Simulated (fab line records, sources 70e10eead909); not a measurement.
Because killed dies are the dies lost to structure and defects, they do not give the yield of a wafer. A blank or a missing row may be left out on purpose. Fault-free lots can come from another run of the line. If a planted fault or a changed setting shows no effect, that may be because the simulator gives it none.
Comparing a struck lot with a sound one    flow nand-harc    40 steps out of a route of 1159
Sound: the wafers L564.3, L564.5, L564.6. Wafers L579.3, L579.4, L579.5 were the ones struck. Last of all comes the cause.
Each step with rows lists, per side, the tool, then ch with its chambers, then its first start. Under that, the readings that differ: sound wafers    struck wafers    difference of the means    sigmas: that difference in standard deviations of wafers without a fault.
alike: words and numbers the same on both sides, and readings whose means are apart by under 2 such deviations; not compared: readings that were withheld, readings missing a value for some wafer, numbers with overlapping values and no deviation given by the record, and bounds like >300 which may hide the same value.
A row with sigmas, a row that says differs or no value, or rows on one side alone: a step with any of these is where the two part. Numbers that don't overlap but have no deviation are shown without sigmas and don't part them. A reading that every wafer of one side lacks parts them only if that side has two wafers or more.

first, 2 steps without rows for these wafers: NHARC_A_STAIRCASE_TRIM_222 (chemistry O2, time 211.2 s); NHARC_A_STAIRCASE_ETCH_223 (etches the open film in C4F8/O2, target depth 100 nm, time 40.5 s).
NHARC_A_STAIRCASE_TRIM_224: chemistry O2, time 211.2 s.
  sound: rie-diel-12 ch 0,1; struck: rie-diel-12 ch 0,1,3
  alike: drypump-motor-current-A, oes-product-au, rf-vpp-V, showerhead-plenum-p-Torr, throttle-valve-pct
  not compared: rf-hours-counter-h
then, 8 steps without rows for these wafers: NHARC_A_STAIRCASE_ETCH_225 (etches the open film in C4F8/O2, target depth 100 nm, time 40.5 s); NHARC_A_STAIRCASE_TRIM_226 (chemistry O2, time 211.2 s); NHARC_A_STAIRCASE_ETCH_227 (etches the open film in C4F8/O2, target depth 100 nm, time 40.5 s); NHARC_A_STAIRCASE_TRIM_229 (chemistry O2, time 211.2 s); NHARC_A_STAIRCASE_ETCH_230 (etches the open film in C4F8/O2, target depth 100 nm, time 40.5 s); NHARC_A_STAIRCASE_TRIM_231 (chemistry O2, time 211.2 s); NHARC_A_STAIRCASE_ETCH_232 (etches the open film in C4F8/O2, target depth 100 nm, time 40.5 s); NHARC_A_STAIRCASE_TRIM_233 (chemistry O2, time 211.2 s).
NHARC_A_STAIRCASE_ETCH_234: etches the open film in C4F8/O2, target depth 100 nm, time 40.5 s.
  sound on rie-diel-04 ch 1,2,3, day 11 23:54; struck on rie-diel-12 ch 0,1,3, day 15 18:20
  alike: oes-product-au, rf-vpp-V
  not compared: rf-hours-counter-h
then, 15 steps without rows for these wafers: NHARC_A_STAIRCASE_TRIM_235 (chemistry O2, time 211.2 s); NHARC_A_STAIRCASE_ETCH_236 (etches the open film in C4F8/O2, target depth 100 nm, time 40.5 s); NHARC_A_STAIRCASE_STRIP_238 (strips in O2); NHARC_A_STAIRCASE_STRIP_239 (strips in SPM, time 900 s); NHARC_A_STAIRCASE_PRECLEAN_240 (cleans in SC1); NHARC_A_STAIRCASE_SRD_241; NHARC_A_STAIRCASE_DEHYDRATE_242 (time 120 s); NHARC_A_STAIRCASE_HMDS_243 (time 30 s); NHARC_A_STAIRCASE_COAT_244; NHARC_A_STAIRCASE_SOFTBAKE_245 (time 170 s); NHARC_A_STAIRCASE_EBR_246; NHARC_A_STAIRCASE_EXPOSE_247 (exposes mask SDS 1); NHARC_A_STAIRCASE_PEB_248 (peb time 130 s); NHARC_A_STAIRCASE_DEVELOP_249 (time 140 s); NHARC_A_STAIRCASE_HARDBAKE_251 (time 140 s).
NHARC_A_STAIRCASE_DESCUM_252: chemistry O2, time 3 s.
  sound on rie-diel-12 ch 1,2, day 12 03:10; struck on rie-diel-12 ch 0,1, day 15 20:17
  alike: drypump-motor-current-A, oes-product-au, rf-vpp-V, showerhead-plenum-p-Torr, throttle-valve-pct
  not compared: rf-hours-counter-h
NHARC_A_STAIRCASE_ETCH_253: etches the open film in C4F8/O2, target depth 50 nm, time 20.2 s.
  sound on rie-diel-12 ch 0,1,2, day 12 03:21; struck on rie-diel-12 ch 1,3, day 15 20:22
  alike: oes-product-au, rf-vpp-V
  not compared: rf-hours-counter-h
NHARC_A_STAIRCASE_STRIP_254: strips in O2.
  sound on plasma-asher-02 ch 0,1, day 12 03:35; struck on plasma-asher-01 ch 0,1, day 15 20:32
reading                      sound           struck          difference  sigmas
drypump-motor-current-A (A)  5.89 5.89 5.95  5.68 5.37 5.37  -0.44       -2
  alike: heater-power-w
  not compared: rf-hours-counter-h
then, 4 steps without rows for these wafers: NHARC_A_STAIRCASE_STRIP_255 (strips in SPM, time 900 s); NHARC_A_STAIRCASE_PRECLEAN_256 (cleans in SC1); NHARC_A_STAIRCASE_SRD_257; NHARC_A_STAIRCASE_HM_DEP_456 (deposits aC, target thk 1500 nm).
NHARC_A_STAIRCASE_DEP_259: deposits SiON, target thk 30 nm.
  sound on pecvd-01 ch 0,1, day 12 06:10; struck on pecvd-03 ch 0,1, day 16 00:10
  alike: heater-power-w
then, 4 steps without rows for these wafers: NHARC_A_STAIRCASE_DEHYDRATE_281 (time 120 s); NHARC_A_STAIRCASE_HMDS_282 (time 30 s); NHARC_A_STAIRCASE_COAT_283; NHARC_A_STAIRCASE_SOFTBAKE_284 (time 170 s).
-- jump in the record: it breaks off in module A_STAIRCASE and resumes in module END (first step shown: number 1159 of the route), and 8 days separate the struck wafers' starts before and after --
NHARC_END_SORT_01:
  only the struck wafers appear in the record here, on prober-01 ch 0 at day 23 22:44; the sound ones have no rows

WHERE THEY PART
Last at NHARC_END_SORT_01 as far as this record goes, first at NHARC_A_STAIRCASE_STRIP_254.

WHY: what the simulator had put in
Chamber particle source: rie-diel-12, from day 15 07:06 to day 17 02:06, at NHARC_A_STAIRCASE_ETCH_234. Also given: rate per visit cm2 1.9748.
